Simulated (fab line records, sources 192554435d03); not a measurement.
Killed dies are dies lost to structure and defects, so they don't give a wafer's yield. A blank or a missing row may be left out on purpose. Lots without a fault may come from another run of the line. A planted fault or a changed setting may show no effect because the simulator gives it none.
One fault seen from 2 desks | flow n5_finfet | each desk has only its own numbers; what lay behind them comes last

THE TOOL OWNER'S DESK: rtp_anneal-02
The tool's own readings at N5_BEOL_M15_ANNEAL_48 (time 90 s): means of the sampled wafers that have a number, for each lot that ran on this tool. A lot is out of limits, marked OUT, if its mean lies more than 4 standard deviations from the usual mean; the brackets give that distance.
Columns: A = wafer_temp_C_max at N5_BEOL_M15_ANNEAL_48, usual 226.03
lot  | first seen here | A
L524 | day 11 07:58    | 226.09
L523 | day 11 22:21    | 226.29
L532 | day 14 03:35    | 226.13
L537 | day 15 12:47    | 244.40 (+84) OUT
L539 | day 15 18:53    | 244.15 (+82) OUT
L538 | day 16 10:06    | 244.24 (+83) OUT
This desk's finding: out of limits on L537, L538, L539; first on L537, day 15 12:47 (wafer_temp_C_max at N5_BEOL_M15_ANNEAL_48). In limits: L524, L523, L532.

THE METROLOGY DESK
What the gauges read, lot by lot, whatever tool the lot ran on: means of the sampled wafers that have a number. A lot is out of limits, marked OUT, if its mean lies more than 4 standard deviations from the usual mean; the brackets give that distance.
Columns: A = M15_OVL at N5_BEOL_M15_OVL_MEAS_29, usual -3 nm
lot  | first seen here | A
L524 | day 11 04:45    | -3
L523 | day 11 20:09    | -11
L525 | day 12 06:25    | -6
L532 | day 14 02:07    | -0
L537 | day 15 07:32    | -1
L539 | day 15 16:08    | -1
L541 | day 16 07:01    | -4
L538 | day 16 07:39    | -9
L540 | day 16 15:02    | -4
L542 | day 16 21:37    | 1
L545 | day 17 15:32    | -8
This desk's finding: nothing out of limits on any of the 11 lots.

PUT TOGETHER
The tool owner's desk could have raised an alarm at day 15 12:47, on L537, L538, L539.
The metrology desk saw nothing out of limits.
The metrology desk has L537, L538, L539 on record, within its limits.
Of the lots named, all ran N5_BEOL_M15_ANNEAL_48 on rtp_anneal-02.

WHAT THE SIMULATOR HAD PUT IN
Process parameter drift: rtp_anneal-02, from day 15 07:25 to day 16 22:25, at N5_BEOL_M15_ANNEAL_48. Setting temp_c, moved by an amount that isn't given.
Lots struck among those shown: L537, L538, L539.
Hours from the fault's start to each desk's first reading out of limits: the tool owner's desk, 5.
